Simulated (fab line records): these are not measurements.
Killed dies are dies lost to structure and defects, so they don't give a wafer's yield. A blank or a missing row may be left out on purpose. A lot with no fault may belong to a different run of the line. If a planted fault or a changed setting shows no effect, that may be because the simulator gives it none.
A lot that was struck, set against a sound lot :: flow n5-finfet :: 19 steps out of a route of 1938
Sound: these wafers, L550.2, L550.3, L550.5. Wafers L555.1, L555.2, L555.6 were the ones struck. At the end, the cause is stated.
For every step that has rows: the tool of each side, followed by ch and its chambers, followed by its first start. Under that, the readings that differ: sound wafers :: struck wafers :: difference of the means :: sigmas: that difference in standard deviations of wafers without a fault.
alike: same words and numbers on both sides, and readings whose means sit less than 2 such deviations apart. not compared: any withheld reading, any reading some wafer has no value for, any bound like >300 that may hide the same value, and any number with overlapping values for which the record gives no deviation.
A row with sigmas, a row that says differs or no value, or rows on one side alone: a step with any of these is where the two part. Numbers that don't overlap but have no deviation are shown without sigmas and don't part them. A reading that every wafer of one side lacks parts them only if that side has two wafers or more.

N5_BEOL_M14_CMP_49: polishes, stops on SiO2, t overpolish 5.2 s, target thk 560 nm.
  sound on cmp-04 ch 0,2,3, day 11 05:29; struck on cmp-01 ch 1,3, day 12 12:43
  alike: barrier-field-endpoint-s, motor-current-A, overpolish-run-s, time-to-endpoint-s
N5_BEOL_M14_THK_MEAS_50: measures by xrf.
  sound: film-metro-01 at day 11 05:42; struck: film-metro-02 at day 12 12:59
  alike: M14_THK
then, 1 step without rows for these wafers: N5_BEOL_M14_PRE_CLEAN_52 (time 15 s).
N5_BEOL_M14_DEP_53: deposits SiCN from 3MS/NH3, target thk 50 nm, time 17.8 s.
  sound on pecvd-03 ch 0,1, day 11 05:46; struck on pecvd-03 ch 0,1, day 12 13:02
  alike: rf-fwd-power-W, showerhead-plenum-p-Torr, throttle-valve-pct
N5_BEOL_M14_RS_MEAS_54: measures by four-point-probe.
  sound: film-metro-01 at day 11 05:50; struck: film-metro-01 at day 12 13:07
  alike: M14_RS
N5_BEOL_M14_INSPECT_55: inspects for defects (darkfield).
  sound: defect-inspect-02 at day 11 05:51; struck: defect-inspect-02 at day 12 13:08
  alike: raw-defect-count
N5_BEOL_M15_ILD_DEP_00: deposits SiO2 from TEOS/O2, target thk 1629.3 nm, time 346.1 s.
  sound on pecvd-02 ch 1,2, day 11 05:53; struck on pecvd-01 ch 1,2, day 12 13:10
  alike: heater-power-outer-w, heater-power-w, rf-fwd-power-W, showerhead-plenum-p-Torr, throttle-valve-pct
N5_BEOL_M15_THK_MEAS_01:
  sound: film-metro-02 at day 11 06:08; struck: film-metro-01 at day 12 13:32
  alike: M15_ILD_THK
then, 4 steps without rows for these wafers: N5_BEOL_M15_COAT_58 (time 60 s, resist thk 89 nm); N5_BEOL_M15_COAT_04 (resist thk 800 nm); N5_BEOL_M15_EBR_06; N5_BEOL_M15_SOFTBAKE_05 (time 60 s).
N5_BEOL_M15_EXPOSE_07: exposes mask V14.
  sound on krf-scanner-02 ch 0, day 11 06:24; struck on krf-scanner-02 ch 0, day 12 13:40
reading: model.BEOL_M15.overlay-x-nm (nm)
sound: 3.6 3.6 3.6
struck: 37.6 37.6 37.6
difference: +34.0
sigmas: 
  alike: mask
then, 3 steps without rows for these wafers: N5_BEOL_M15_PEB_08 (peb time 90 s); N5_BEOL_M15_DEVELOP_09 (develop time 45 s); N5_BEOL_M15_HARDBAKE_14 (time 120 s).
N5_BEOL_M15_CD_MEAS_10: the cd target is 360 nm.
  sound on cd-sem-01 ch 0, day 11 06:34; struck on cd-sem-02 ch 0, day 12 13:50
  alike: cd-nm
N5_BEOL_M15_OVL_MEAS_11:
  sound on overlay-01 ch 0, day 11 06:36; struck on overlay-02 ch 0, day 12 13:52
reading: V14_OVL (nm)
sound: 0 8 6
struck: 38 39 37
difference: +33
sigmas: +8
N5_BEOL_M15_INSPECT_12: inspects for defects (macro).
  sound: defect-inspect-02 at day 11 06:37; struck: defect-inspect-02 at day 12 13:53
  alike: raw-defect-count

WHERE THEY PART
Only at N5_BEOL_M15_OVL_MEAS_11, as far as this record shows. Later steps at which nothing parts them and some readings are alike: N5_BEOL_M15_INSPECT_12.

WHY: what had been put in by the simulator
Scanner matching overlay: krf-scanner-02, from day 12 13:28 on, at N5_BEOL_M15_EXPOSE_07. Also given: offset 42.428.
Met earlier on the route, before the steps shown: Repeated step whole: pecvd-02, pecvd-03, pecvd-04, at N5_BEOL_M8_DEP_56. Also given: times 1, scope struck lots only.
